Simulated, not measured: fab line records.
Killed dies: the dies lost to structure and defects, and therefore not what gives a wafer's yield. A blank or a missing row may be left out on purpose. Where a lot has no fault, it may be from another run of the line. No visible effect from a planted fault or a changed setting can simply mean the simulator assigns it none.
fab line records | flow n5-finfet
[record] lots = 8 wafers = 24 last-day = 17
route steps=1938 shown SD_EPI_N@277 SD_EPI_P@304 BEOL_M4@1111 PASSIVATION@1936
lots that met no fault: taken from a fault-free run of the same line
start-h: start of the lot's first displayed wafer, in hours after the record's first day | wait-h: how many hours have passed since the lot's step before this one | " identical to the entry in the row above | L1.1+2: a row that stands for several wafers | - value missing, or start not given | * or withheld: withheld | < > ~ a bound
route shown NAME@n: names a module that has steps shown in the file, with the first one's number in the route | usual: mean/standard deviation taken from wafers without a fault | same: alike in all rows | chamber/n: place in a boat | sites: each site's reading | _std_site: their standard deviation | _edge_site: mean of outer sites minus mean of inner sites | radius-mm: for every site, how far away it sits from the centre of the wafer | mask NAME#n: copy n | behind: the tool/chamber that last shaped the wafer | hold: why the lot went on hold/how many hours it stayed there/how the hold came to an end | device: names the non-switching transistor (n, p or np) | end of line: the route-end tests of the same wafers | where a step has no rows: the recipe by itself | killed: count of dies lost to structure and defects at first sort (not the wafer's yield) | map: a wafer's dies, marking killed ones x, the rest . and places with no die _
set.NAME: the run value of the setting; set.NAME@STEP: its run value at that earlier step | model.NAME: the simulator's own value behind a step, which no gauge read
steps of the route over a sample of lots; a table a step, a row a wafer
services: when a tool's chamber went out of use (start-h, in hours from the record's first day, below 0 if earlier), for how many hours, and the reason
[[steps]]
[step N5_SD_EPI_N_ETCHBACK_44]
[recipe] chemistry = CH3F/O2 mode = anisotropic-etchback target = SiNx target-depth-a = 145 stop-on = SiO2 over-etch-frac = 0.3 ion-energy-ev = 120 pressure-mtorr = 30 source-w = 395 bias-w = 73 Ar_flow_sccm = 150 CH3F_flow_sccm = 30 O2_flow_sccm = 20
[usual] O2_flow_sccm = 20.00/0.058 drypump-motor-current-A = 5.9/0.59 oes-product-au = 0.65/0.058 rf-vpp-V = 295/4.6 showerhead-plenum-p-Torr = 1.98/0.056 throttle-valve-pct = 16.33/0.16
// columns lot.wafer tool chamber start-h wait-h O2_flow_sccm drypump-motor-current-A oes-product-au rf-hours-counter-h rf-vpp-V showerhead-plenum-p-Torr throttle-valve-pct
L280.1 rie-diel-01 3 66.25 0.0 19.91 5.9 0.61 216 294 2.05 16.34
L280.3 " 2 " " 20.13 6.7 0.68 127 299 2.00 16.18
L280.6 " 1 " " 19.97 5.2 0.66 - 298 1.99 16.48
L281.1 rie-diel-06 3 73.12 0.0 20.06 4.8 0.69 96 291 1.94 16.19
L281.2 " 2 " " 20.07 5.3 0.78 26 302 1.95 15.92
L281.6 " 1 " " 19.99 5.8 0.60 - 295 2.05 16.35
L284.1 rie-diel-05 2 91.08 0.0 19.99 5.5 0.68 111 297 2.02 16.33
L284.2 " 1 " " 20.05 5.9 0.76 31 295 1.96 16.33
L284.5 " 2 " " 19.96 5.6 0.68 - 295 2.02 16.33
L290.2 rie-diel-06 1 129.34 0.0 19.96 5.8 0.58 235 297 2.04 16.37
L290.4 " 0 " " 19.91 6.4 0.64 - 288 1.92 16.49
L290.5 " 1 " " 20.13 5.8 0.58 - 294 2.04 16.38
L291.2 rie-diel-05 2 133.83 0.0 20.05 5.6 0.68 121 296 2.02 16.35
L291.3 " 0 " " 20.12 5.3 0.60 210 303 2.05 16.36
L291.6 " 0 " " 20.02 5.2 0.59 - 303 2.05 16.36
L292.1 rie-diel-01 0 140.14 0.0 20.05 6.2 0.59 245 291 1.89 16.27
L292.3 " 2 " " 20.03 6.7 0.66 152 299 1.99 16.23
L292.4 " 3 " " 20.03 5.9 0.59 242 295 2.05 16.38
L296.2 rie-diel-01 2 164.13 0.0 19.92 6.7 0.66 161 299 1.99 16.25
L296.3 " 1 " " 19.98 5.3 0.64 168 299 1.98 16.54
L296.4 " 3 " " 20.04 5.9 0.59 - 292 2.04 16.40
L298.4 rie-diel-01 2 175.47 0.0 19.99 6.7 0.65 166 299 1.99 16.24
L298.5 " 2 " " 20.08 6.7 0.65 - 301 1.99 16.26
L298.6 " 1 " " 20.04 5.2 0.64 - 298 1.98 16.56
[step N5_SD_EPI_N_ETCH_45]
[recipe] chemistry = CH3F/O2 target = SiOCN target-depth-a = 60 mask-material = SOC ion-energy-ev = 60 bias-w = 29 pressure-mtorr = 15 source-w = 410 Ar_flow_sccm = 150 CH3F_flow_sccm = 30 O2_flow_sccm = 20
[usual] O2_flow_sccm = 20.00/0.053 drypump-motor-current-A = 5.9/0.59 oes-product-au = 0.76/0.075 rf-fwd-power-W = 408.2/1.4 rf-vpp-V = 127.3/0.97 showerhead-plenum-p-Torr = 1.97/0.056 throttle-valve-pct = 23.25/0.18
// columns lot.wafer tool chamber start-h wait-h O2_flow_sccm drypump-motor-current-A oes-product-au rf-fwd-power-W rf-hours-counter-h rf-vpp-V showerhead-plenum-p-Torr throttle-valve-pct
L280.1 rie-diel-01 3 66.35 0.1 19.95 5.9 0.71 408.3 216 128.6 2.05 23.13
L280.3 " 2 " " 20.04 6.7 0.79 409.5 127 127.0 2.00 23.08
L280.6 " 1 " " 19.97 5.2 0.76 406.6 - 127.4 1.98 23.45
L281.1 rie-diel-06 3 73.22 0.1 19.95 4.8 0.81 408.9 96 128.1 1.93 23.16
L281.2 " 2 " " 19.97 5.3 0.90 408.8 26 127.2 1.94 22.93
L281.6 " 1 " " 19.87 5.8 0.66 406.7 - 127.9 2.04 23.19
L284.1 rie-diel-05 2 91.18 0.1 19.99 5.6 0.79 409.1 111 128.6 2.02 23.33
L284.2 " 1 " " 20.04 6.0 0.90 407.3 31 126.9 1.96 23.39
L284.5 " 2 " " 19.99 5.6 0.80 409.2 - 125.7 2.02 23.35
L290.2 rie-diel-06 1 129.44 0.1 20.00 5.8 0.66 408.0 235 128.4 2.04 23.19
L290.4 " 0 " " 19.94 6.4 0.75 405.8 - 127.2 1.91 23.48
L290.5 " 1 " " 20.01 5.8 0.66 410.6 - 127.0 2.04 23.20
L291.2 rie-diel-05 2 133.93 0.1 20.06 5.6 0.79 408.6 121 128.2 2.02 23.36
L291.3 " 0 " " 19.99 5.3 0.68 408.8 210 127.9 2.04 23.21
L291.6 " 0 " " 20.03 5.3 0.68 407.8 - 127.4 2.04 23.20
L292.1 rie-diel-01 0 140.24 0.1 20.11 6.2 0.68 407.8 245 125.9 1.88 23.09
L292.3 " 2 " " 20.00 6.7 0.77 406.4 152 128.1 1.99 23.11
L292.4 " 3 " " 20.00 5.9 0.69 408.2 243 127.8 2.04 23.17
L296.2 rie-diel-01 2 164.23 0.1 19.91 6.7 0.76 408.4 161 126.8 1.99 23.12
L296.3 " 1 " " 20.05 5.2 0.74 407.8 168 125.8 1.97 23.50
L296.4 " 3 " " 19.92 5.9 0.68 411.8 - 128.4 2.04 23.17
L298.4 rie-diel-01 2 175.57 0.1 20.01 6.7 0.75 407.2 166 128.9 1.98 23.11
L298.5 " 2 " " 20.04 6.7 0.76 407.1 - 127.0 1.98 23.13
L298.6 " 1 " " 19.94 5.3 0.74 406.3 - 128.7 1.97 23.49
[step N5_SD_EPI_P_OVL_MEAS_10]
[recipe] points-per-wafer = 44
[usual] SD_P_BLK_OVL = -0.1/0.65
[same] points-per-wafer = 44
// columns lot.wafer tool chamber start-h wait-h SD_P_BLK_OVL[nm]
L280.1 overlay-01 0 70.20 0.0 0.4
L280.3 " 0 " " 0.1
L280.6 " 0 " " 0.3
L281.1 overlay-01 0 77.11 0.0 -1.0
L281.2 " 0 " " -1.3
L281.6 " 0 " " -1.6
L284.1 overlay-01 0 95.04 0.0 0.2
L284.2 " 0 " " -0.7
L284.5 " 0 " " -0.9
L290.2 overlay-01 0 133.31 0.0 -0.9
L290.4 " 0 " " -0.6
L290.5 " 0 " " -0.4
L291.2 overlay-01 0 138.71 0.0 -0.5
L291.3 " 0 " " -0.4
L291.6 " 0 " " -0.3
L292.1 overlay-02 0 144.65 0.0 -0.6
L292.3 " 0 " " 0.1
L292.4 " 0 " " 0.7
L296.2 overlay-01 0 167.96 0.0 -0.3
L296.3 " 0 " " 0.4
L296.4 " 0 " " -0.7
L298.4 overlay-01 0 179.51 0.0 0.2
L298.5 " 0 " " 0.8
L298.6 " 0 " " 0.3
[step N5_SD_EPI_P_ETCH_37]
[recipe] chemistry = N2/H2 target = SOC overetch-a = 1080 mask-material = SiARC temp-c = 40 ion-energy-ev = 100 source-w = 3000 bias-w = 133 pressure-mtorr = 20 time-s = 486 n2-flow-sccm = 200 h2-flow-sccm = 200 ends = end-point
[usual] drypump-motor-current-A = 5.9/0.64 h2-flow-sccm = 200.0/0.57 oes-product-au = 0.68/0.062 rf-fwd-power-W = 2996/9.5 rf-vpp-V = 240.9/1.2 showerhead-plenum-p-Torr = 2.56/0.077 throttle-valve-pct = 23.9/0.42
// columns lot.wafer tool chamber start-h wait-h drypump-motor-current-A h2-flow-sccm oes-product-au rf-fwd-power-W rf-hours-counter-h rf-vpp-V showerhead-plenum-p-Torr throttle-valve-pct
L280.1 rie-diel-03 0 70.50 0.1 5.1 199.2 0.64 2990 194 239.7 2.51 24.1
L280.3 " 2 " " 5.6 200.8 0.68 2981 - 238.5 2.51 24.0
L280.6 " 2 " " 5.6 199.7 0.69 2995 - 240.6 2.51 24.0
L281.1 rie-diel-03 2 77.26 0.0 5.6 199.8 0.67 2280 172 265.2 2.51 24.0
L281.2 " 1 " " 6.3 200.1 0.63 2281 186 264.9 2.63 23.4
L281.6 " 1 " " 6.3 200.2 0.64 2283 - 266.3 2.63 23.4
L284.1 rie-diel-03 1 95.26 0.0 6.3 200.4 0.63 2277 194 265.6 2.63 23.4
L284.2 " 2 " " 5.6 199.7 0.66 2278 179 263.9 2.51 24.0
L284.5 " 0 " " 5.2 199.6 0.63 2286 - 265.0 2.50 24.1
L290.2 rie-diel-02 2 134.50 0.0 4.6 200.0 0.61 2979 247 241.4 2.60 24.0
L290.4 " 0 " " 5.8 200.0 0.64 2985 205 241.4 2.64 24.5
L290.5 " 0 " " 5.8 200.0 0.64 2997 - 242.6 2.64 24.5
L291.2 rie-diel-02 3 138.99 0.0 6.6 200.8 0.79 3000 33 239.7 2.47 23.2
L291.3 " 2 " " 4.7 200.0 0.61 2992 250 241.6 2.60 24.0
L291.6 " 3 " " 6.6 200.1 0.79 3003 - 239.7 2.47 23.2
L292.1 rie-diel-02 0 144.80 0.0 5.8 198.9 0.64 3004 210 241.9 2.63 24.5
L292.3 " 3 " " 6.6 198.6 0.80 2983 36 241.8 2.47 23.2
L292.4 " 1 " " 6.6 200.1 0.63 2983 - 242.2 2.64 24.1
L296.2 rie-diel-03 3 168.11 0.0 5.8 200.9 0.70 3004 92 240.5 2.58 23.8
L296.3 " 0 " " 5.1 199.1 0.63 2982 232 239.7 2.49 24.1
L296.4 " 2 " " 5.6 198.8 0.66 3008 201 240.5 2.50 24.0
L298.4 rie-diel-02 0 179.65 0.0 5.7 201.1 0.63 2987 221 241.7 2.63 24.6
L298.5 " 1 " " 6.6 199.8 0.62 3006 - 242.3 2.64 24.1
L298.6 " 2 " " 4.7 199.4 0.85 2994 - 241.8 2.59 23.6
[step N5_SD_EPI_P_ETCHBACK_46]
[recipe] chemistry = CH3F/O2 mode = anisotropic-etchback target = SiNx target-depth-a = 175 stop-on = SiO2 over-etch-frac = 0.3 ion-energy-ev = 120 pressure-mtorr = 30 source-w = 395 bias-w = 73 Ar_flow_sccm = 150 CH3F_flow_sccm = 30 O2_flow_sccm = 20
[usual] O2_flow_sccm = 20.00/0.06 drypump-motor-current-A = 5.9/0.64 oes-product-au = 0.65/0.059 rf-vpp-V = 298/5.5 showerhead-plenum-p-Torr = 2.02/0.054 throttle-valve-pct = 16.4/0.35
// columns lot.wafer tool chamber start-h wait-h O2_flow_sccm drypump-motor-current-A oes-product-au rf-hours-counter-h rf-vpp-V showerhead-plenum-p-Torr throttle-valve-pct
L280.1 rie-diel-03 0 70.98 0.0 19.99 5.1 0.62 194 299 2.00 16.7
L280.3 " 2 " " 20.01 5.6 0.66 - 302 1.99 16.5
L280.6 " 2 " " 19.96 5.6 0.65 - 300 1.99 16.5
L281.1 rie-diel-03 2 77.59 0.0 20.09 5.6 0.44 172 302 1.99 16.5
L281.2 " 1 " " 20.00 6.3 0.37 186 302 2.07 16.0
L281.6 " 1 " " 20.00 6.3 0.38 - 303 2.07 16.0
L284.1 rie-diel-03 1 95.58 0.0 19.99 6.3 0.40 194 302 2.06 16.0
L284.2 " 2 " " 20.08 5.7 0.42 179 302 1.99 16.5
L284.5 " 0 " " 19.91 5.1 0.35 - 296 2.00 16.7
L290.2 rie-diel-02 2 134.83 0.0 19.97 4.6 0.58 247 296 2.07 16.7
L290.4 " 0 " " 20.05 5.7 0.61 205 288 2.07 16.9
L290.5 " 0 " " 20.03 5.7 0.61 - 287 2.07 16.9
L291.2 rie-diel-02 3 139.31 0.0 20.05 6.6 0.76 33 300 1.97 15.9
L291.3 " 2 " " 19.97 4.7 0.59 250 298 2.07 16.7
L291.6 " 3 " " 19.99 6.6 0.76 - 301 1.97 15.9
L292.1 rie-diel-02 0 145.13 0.0 20.07 5.7 0.61 210 287 2.07 16.9
L292.3 " 3 " " 19.97 6.6 0.75 36 301 1.97 15.9
L292.4 " 1 " " 19.97 6.6 0.60 - 303 2.06 16.5
L296.2 rie-diel-03 3 168.44 0.0 19.93 5.8 0.66 92 299 2.02 16.1
L296.3 " 0 " " 20.05 5.1 0.60 232 297 1.99 16.7
L296.4 " 2 " " 20.05 5.6 0.64 201 301 1.98 16.6
L298.4 rie-diel-02 0 179.98 0.0 20.04 5.7 0.61 222 288 2.06 16.9
L298.5 " 1 " " 19.98 6.6 0.59 - 301 2.05 16.5
L298.6 " 2 " " 20.00 4.6 0.82 - 297 2.07 16.2
[step N5_BEOL_M4_RC_MEAS_101]
[usual] DIBL_N = 36.5/2 DIBL_P = 36.5/2.3 IOFF_N = 0.16/0.036 IOFF_P = 0.21/0.037 ION_N = 672/12 ION_P = 459/7.1 SS_N = 71.6/0.73 SS_P = 73.4/0.76 VT_N = 250/3.3 VT_P = -250.5/2.9
// columns lot.wafer tool chamber start-h wait-h DIBL_N[mV/V] DIBL_P[mV/V] IOFF_N[nA/um] IOFF_P[nA/um] ION_N[uA/um] ION_P[uA/um] SS_N[mV/dec] SS_P[mV/dec] VT_N[mV] VT_P[mV]
L280.1 prober-02 0 189.55 0.0 36.7 36.7 0.18 0.21 680 458 71.9 73.9 246 -251.4
L280.3 " 0 " " 34.8 35.0 0.14 0.19 679 463 71.4 73.4 251 -252.9
L280.6 " 0 " " 35.7 36.1 0.16 0.20 670 464 71.3 73.5 249 -251.7
L291.2 prober-02 0 257.76 0.2 38.6 38.0 0.19 0.24 666 449 72.4 73.0 248 -249.1
L291.3 " 0 " " 36.4 35.2 0.14 0.18 649 452 72.4 72.6 254 -252.1
L291.6 " 0 " " 38.8 38.0 0.18 0.23 664 457 72.6 73.2 253 -249.6
L290.2 prober-01 0 259.40 0.2 36.3 36.2 0.16 0.20 663 448 71.8 73.1 250 -252.3
L290.4 " 0 " " 37.4 36.3 0.19 0.21 652 446 73.3 73.4 250 -249.7
L290.5 " 0 " " 37.3 38.8 0.20 0.25 669 463 72.6 73.4 247 -246.2
L292.1 prober-01 0 263.28 0.0 35.6 38.7 0.16 0.20 675 459 71.5 74.3 250 -251.6
L292.3 " 0 " " 36.9 39.1 0.17 0.21 672 456 71.8 74.2 250 -252.3
L292.4 " 0 " " 33.8 34.8 0.12 0.15 659 451 71.3 72.7 255 -258.8
L296.2 prober-02 0 296.75 0.2 36.0 36.4 0.16 0.20 654 452 72.2 73.7 251 -253.1
L296.3 " 0 " " 32.4 33.5 0.12 0.16 668 463 70.2 72.5 250 -252.6
L296.4 " 0 " " 38.2 40.1 0.22 0.26 693 474 72.2 73.2 244 -248.4
L298.4 prober-01 0 297.56 0.5 39.5 41.0 0.23 0.29 697 475 71.6 74.7 243 -246.4
L298.5 " 0 " " 36.8 37.8 0.18 0.24 688 464 71.4 73.5 246 -246.8
L298.6 " 0 " " 34.2 34.2 0.12 0.17 664 459 71.0 72.8 254 -250.7
[step N5_PASSIVATION_PROBE_49]
[usual] defect-limited-yield = 91.4/1.4 killed_at_M0_to_M3 = 33/11 killed_at_M4_up = 13/5.3 killed-at-contacts = 13/6.1 killed-at-front-end = 40/11 killed-at-other = 2.9/2.7 killed-dies = 102/17 killed-on-rim = 14/4.2 killed-open = 68/13 killed-short = 32/7.5 sort_bin_4_leakage = 0.00/0.022 sort_bin_5_function = 5.1/0.98 sort_bin_6_memory = 3.2/0.69 sort_bin_8_speed = 0.1/1.1 sort-n-pass = 1077/21 sort-yield-pct = 91.3/1.7
[same] gross-dies = 1180 killed-at-back-side = 0
// columns lot.wafer tool chamber start-h wait-h defect-limited-yield[%] killed_at_M0_to_M3 killed_at_M4_up killed-at-contacts killed-at-front-end killed-at-other killed-dies killed-on-rim killed-open killed-short sort_bin_4_leakage[%] sort_bin_5_function[%] sort_bin_6_memory[%] sort_bin_8_speed[%] sort-n-pass sort-yield-pct[%]
L281.1 prober-02 - 316.77 0.0 9.4 44 11 7 1001 6 1069 152 86 37 0 85.6 4.6 0 111 9.4
L281.2 prober-02 - 316.82 0.1 4.2 22 14 7 1088 0 1131 143 47 20 0 93.4 2.0 0 49 4.2
L281.6 prober-02 - 317.02 0.3 4.6 26 14 7 1078 1 1126 145 79 34 0 91.2 3.8 0 54 4.6
L284.1 prober-02 - 340.53 0.0 7.5 29 22 9 1032 0 1092 106 69 29 0 89.5 2.8 0 88 7.5
L284.2 prober-02 - 340.58 0.1 9.4 28 14 18 1009 0 1069 152 76 29 0 86.7 3.6 0 111 9.4
L284.5 prober-02 - 340.73 0.2 7.0 39 21 8 1026 3 1097 148 60 32 0 90.0 2.3 0 83 7.0
// killed by level:class
L281.1 SD_EPI_P:area-etch=944 BEOL_M0_SAQP:geometric-particle:open=18 STI_FIN_REVEAL:geometric-particle:open=12 FIN_SAQP:geometric-particle:short=8 BEOL_M2:geometric-particle:open=8 FIN_SAQP:geometric-particle:open=6 MOL_CONTACT_COAG:geometric-particle:open=6 BEOL_M3:geometric-particle:short=6
L281.2 SD_EPI_P:area-etch=1063 BEOL_M2:geometric-particle:open=8 STARTING-WAFER:geometric-particle:open=7 STI_FIN_REVEAL:geometric-particle:open=5 MOL_CONTACT_COAG:geometric-particle:open=4 BEOL_M1:geometric-particle:short=4 BEOL_M4:geometric-particle:open=4 FIN_SAQP:geometric-particle:open=3
L281.6 SD_EPI_P:area-etch=1013 STI_FIN_REVEAL:geometric-particle:open=21 FIN_SAQP:geometric-particle:open=11 BEOL_M4:geometric-particle:open=9 FIN_SAQP:geometric-particle:short=8 BEOL_M0_SAQP:geometric-particle:short=7 MOL_CONTACT_COAG:geometric-particle:open=6 BEOL_M0_SAQP:geometric-particle:open=6
L284.1 SD_EPI_P:area-etch=993 BEOL_M2:geometric-particle:open=10 BEOL_M4:geometric-particle:open=10 FIN_SAQP:geometric-particle:short=9 STI_FIN_REVEAL:geometric-particle:open=9 MOL_CONTACT_COAG:geometric-particle:open=9 BEOL_M0_SAQP:geometric-particle:open=8 FIN_SAQP:geometric-particle:open=5
L284.2 SD_EPI_P:area-etch=960 STI_FIN_REVEAL:geometric-particle:open=17 MOL_CONTACT_COAG:geometric-particle:open=14 FIN_SAQP:geometric-particle:open=12 BEOL_M0_SAQP:geometric-particle:open=9 BEOL_M0_SAQP:geometric-particle:short=8 FIN_SAQP:geometric-particle:short=6 BEOL_M4:geometric-particle:open=5
L284.5 SD_EPI_P:area-etch=1004 BEOL_M2:geometric-particle:open=12 BEOL_M4:geometric-particle:open=11 BEOL_M0_SAQP:geometric-particle:short=8 FIN_SAQP:geometric-particle:short=7 MOL_CONTACT_COAG:geometric-particle:open=5 BEOL_M0_SAQP:geometric-particle:open=5 BEOL_M3:geometric-particle:open=5
[[services]]
// columns tool chamber start-h hours kind
rie-diel-01 1 47.72 5.8 repair
rie-diel-06 3 48.71 11.7 repair
rie-diel-06 - 52.18 15.6 pm
rie-diel-02 1 53.32 16.7 repair
rie-diel-03 3 64.95 12.8 repair
rie-diel-03 1 65.00 11.8 repair
rie-diel-06 1 78.17 4.5 repair
rie-diel-05 - 88.48 0.2 repair
rie-diel-05 2 106.14 16.1 repair
rie-diel-05 1 116.27 3.7 repair
rie-diel-06 2 128.59 2.3 repair
rie-diel-03 3 133.54 12.3 repair
rie-diel-02 2 139.95 - clean
rie-diel-02 2 139.95 - consumable-replace:focus-ring
rie-diel-02 2 139.95 34.7 scheduled-down
rie-diel-02 2 139.95 34.7 vent-cycle
rie-diel-03 2 143.43 10.1 repair
rie-diel-01 0 153.21 - clean
rie-diel-01 0 153.21 - consumable-replace:focus-ring
rie-diel-01 0 153.21 - consumable-replace:showerhead
rie-diel-01 0 153.21 21.3 scheduled-down
rie-diel-01 0 153.21 21.3 vent-cycle
rie-diel-05 0 156.68 4.6 repair
rie-diel-06 0 176.57 2.9 repair
[[key]]
[first-sign] step = N5_SD_EPI_P_ETCH_37 reading = rf-fwd-power-W direction = down sigmas = 76 usual = * struck = *
[effect] step = N5_SD_EPI_P_ETCH_37 reading = rf-vpp-V direction = up sigmas = 20 usual = 240.9 struck = 265.2
[effect] step = N5_SD_EPI_P_ETCHBACK_46 reading = oes-product-au direction = down sigmas = 4.3 usual = 0.65 struck = 0.39
[effect] step = N5_PASSIVATION_PROBE_49 reading = killed-at-front-end direction = up sigmas = 92 usual = 40 struck = 1039
[more-kills-born-at] N5_SD_EPI_P_ETCH_37@rie-diel-03 = 5977
met-at N5_SD_EPI_P_ETCH_37
struck-lots L281,L284
later-rows-left-out L281.1,L281.2,L281.6,L284.1,L284.2,L284.5
not-acting-at N5_SD_EPI_N_ETCHBACK_44,N5_SD_EPI_N_ETCH_45,N5_SD_EPI_P_OVL_MEAS_10
onset-between 70.50 77.26
[fault] kind = process-parameter-drift tool = rie-diel-03 chamber = - onset-h = 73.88 steps = N5_SD_EPI_P_ETCH_37 channel = source-w offset = -720 shape = step end-h = 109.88 acts-in = these-recipes-only stated = 3000
// later-rows-left-out: the simulator's readings of these wafers behind a module that went badly wrong aren't trusted and aren't shown, but for the sort
